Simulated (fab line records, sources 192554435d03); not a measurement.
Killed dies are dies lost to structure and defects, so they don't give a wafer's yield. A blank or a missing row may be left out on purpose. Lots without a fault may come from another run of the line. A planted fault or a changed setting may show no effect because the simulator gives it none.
A struck lot beside a sound one | flow n5_finfet | 40 steps out of a route of 1938
Sound: wafers L542.3, L542.4, L542.5. Struck: wafer L529.6. (L529.2, L529.4 of the same lot were not struck and are left out.) The cause comes at the end.
At each step with rows: each side's tool, then ch and its chambers, then its first start. Under that, the readings that differ: sound wafers | struck wafers | difference of the means | sigmas: that difference in standard deviations of wafers without a fault.
alike: readings whose means differ by less than 2 such deviations, and words and numbers that are the same on both sides. not compared: withheld readings, readings that some wafer has no value for, bounds like >300 that may hide the same value, and numbers for which the record gives no deviation and whose values overlap.
The two part at a step that has a row with sigmas, a row that says differs or no value, or rows on one side only. Numbers that don't overlap but have no deviation are shown without sigmas and don't part them. A reading that every wafer of one side lacks parts them only if that side has two wafers or more.

first, 7 steps without rows for these wafers: N5_HKMG_FIN_STRIP_89 (strips SOC in N2/H2, time 20 s); N5_HKMG_FIN_WET_ETCH_87 (etches TiN in SC1, time 154.2 s, target depth 4.7 nm, rinse time 30 s); N5_HKMG_FIN_STRIP_88 (strips in N2/H2, time 360 s); N5_HKMG_FIN_NWFM_ALD_20 (deposits TiAlC, target thk 2 nm, pulse time 3 s, purge time 2 s); N5_HKMG_FIN_ALD_71 (deposits TiN, target thk 1 nm, pulse time 1 s, purge time 3 s); N5_HKMG_FIN_COAT_66 (time 60 s, resist thk 300 nm); N5_HKMG_FIN_ETCH_67 (etches SOC in N2/H2, stops on TiN, target depth 388.9 nm).
N5_HKMG_FIN_STRIP_90: strips SOC in N2/H2, time 20 s.
  sound on rie_diel-04 ch 1,3, day 8 16:58; struck on rie_diel-01 ch 3, day 5 13:14
  alike: bias_power_w, drypump_motor_current_A, oes_product_au, rf_fwd_power_W, rf_vpp_V, showerhead_plenum_p_Torr, throttle_valve_pct
  not compared: rf_hours_counter_h
then, 4 steps without rows for these wafers: N5_HKMG_FIN_WET_ETCH_73 (etches the open film in SC1, time 42.3 s, target depth 1.3 nm, rinse time 30 s); N5_HKMG_FIN_ETCHBACK_68 (etches the open film in Cl2/Ar, stops on HfO2, target depth 0.5 nm); N5_HKMG_FIN_STRIP_69 (strips in N2/H2, time 360 s); N5_HKMG_FIN_ALD_21 (deposits TiN, target thk 1.5 nm, pulse time 1 s, purge time 3 s).
N5_HKMG_FIN_ALD_72: deposits W, target thk 2 nm, pulse time 1 s, purge time 2 s.
  sound on cvd_w-01 ch 0,1, day 8 18:02; struck on cvd_w-02 ch 1, day 5 14:17
  alike: heater_power_w, precursor_pulse_height_rel
then, 4 steps without rows for these wafers: N5_HKMG_FIN_W_FILL_22 (material W, target thk 60 nm, time 18.2 s); N5_HKMG_FIN_PRECLEAN_83 (cleans in DIW, time 57.5 s); N5_HKMG_FIN_SRD_84 (dry time 32 s); N5_HKMG_FIN_CMP_23 (polishes, stops on SiNx, t overpolish 10 s, target thk 46.326 nm).
N5_HKMG_FIN_CMP_94: polishes, stops on SiNx, t overpolish 4.7 s, target thk 43.299 nm.
  sound on cmp-01 ch 0,1, day 8 18:40; struck on cmp-03 ch 2, day 5 14:56
  alike: motor_current_A, platen_rpm
N5_GATE_CUT_ETCHBACK_00: etches W in SF6/Cl2.
  sound on rie_metal-01 ch 0,1, day 8 18:58; struck on rie_metal-03 ch 1, day 5 15:12
  alike: drypump_motor_current_A, oes_product_au, rf_fwd_power_W, throttle_valve_pct
  not compared: rf_hours_counter_h
then, 3 steps without rows for these wafers: N5_GATE_CUT_ETCH_56 (etches TiN in Cl2/Ar, target depth 21.6 nm); N5_GATE_CUT_ETCHBACK_30 (etches TiN in Cl2/Ar, target depth 3 nm); N5_GATE_CUT_VAPOR_ETCH_60 (etches HfO2 in BCl3/Cl2).
N5_GATE_CUT_ETCH_58: etches SiNx in CH3F/O2, target depth 17 nm, time 128.6 s.
  sound on rie_diel-02 ch 1,2,3, day 8 19:14; struck on rie_diel-03 ch 2, day 5 15:36
  alike: CH3F_flow_sccm, drypump_motor_current_A, oes_product_au, rf_fwd_power_W, rf_vpp_V, showerhead_plenum_p_Torr, throttle_valve_pct
  not compared: rf_hours_counter_h
then, 6 steps without rows for these wafers: N5_GATE_CUT_STRIP_59 (strips in N2/H2, time 20 s); N5_GATE_CUT_PRECLEAN_31 (cleans in DIW, time 300 s); N5_GATE_CUT_SRD_32 (time 30 s); N5_GATE_CUT_SAC_CAP_01 (material SiNx, target thk 24 nm, pulse time 1 s, ald cycles 480); N5_GATE_CUT_PECVD_57 (deposits SiNx from SiH4/NH3/N2, target thk 21 nm); N5_GATE_CUT_CMP_02 (polishes, stops on SiO2, t overpolish 12.7 s, target thk 0 nm).
N5_GATE_CUT_HM_DEP_46: deposits SiO2 from TEOS/O2, target thk 130 nm, time 26.6 s.
  sound on pecvd-01 ch 0,2, day 8 22:09; struck on pecvd-01 ch 2, day 5 18:31
  alike: heater_power_w, rf_fwd_power_W, showerhead_plenum_p_Torr, showerhead_vpp_V, throttle_valve_pct
then, 9 steps without rows for these wafers: N5_GATE_CUT_COAT_34 (time 60 s, resist thk 60 nm); N5_GATE_CUT_COAT_35 (time 60 s, resist thk 10 nm); N5_GATE_CUT_COAT_27 (time 60 s, resist thk 10 nm); N5_GATE_CUT_COAT_07 (resist thk 30 nm); N5_GATE_CUT_EBR_09; N5_GATE_CUT_SOFTBAKE_08 (time 60 s); N5_GATE_CUT_EXPOSE_10 (exposes mask GATE CUT, target cd 20 nm); N5_GATE_CUT_PEB_11 (peb time 60 s); N5_GATE_CUT_DEVELOP_12 (develop time 30 s).
-- the record jumps here: 8 days lie between the struck wafers' starts before and after (it left off in module GATE_CUT and takes up again in module PASSIVATION, whose first step shown is number 1936 of the route) --
N5_PASSIVATION_PROBE_49:
  the record has rows for the struck wafers here (prober-02, day 13 14:40) and none for the sound ones

WHERE THEY PART
Only at N5_PASSIVATION_PROBE_49, within this record.

WHY: what the simulator had put in
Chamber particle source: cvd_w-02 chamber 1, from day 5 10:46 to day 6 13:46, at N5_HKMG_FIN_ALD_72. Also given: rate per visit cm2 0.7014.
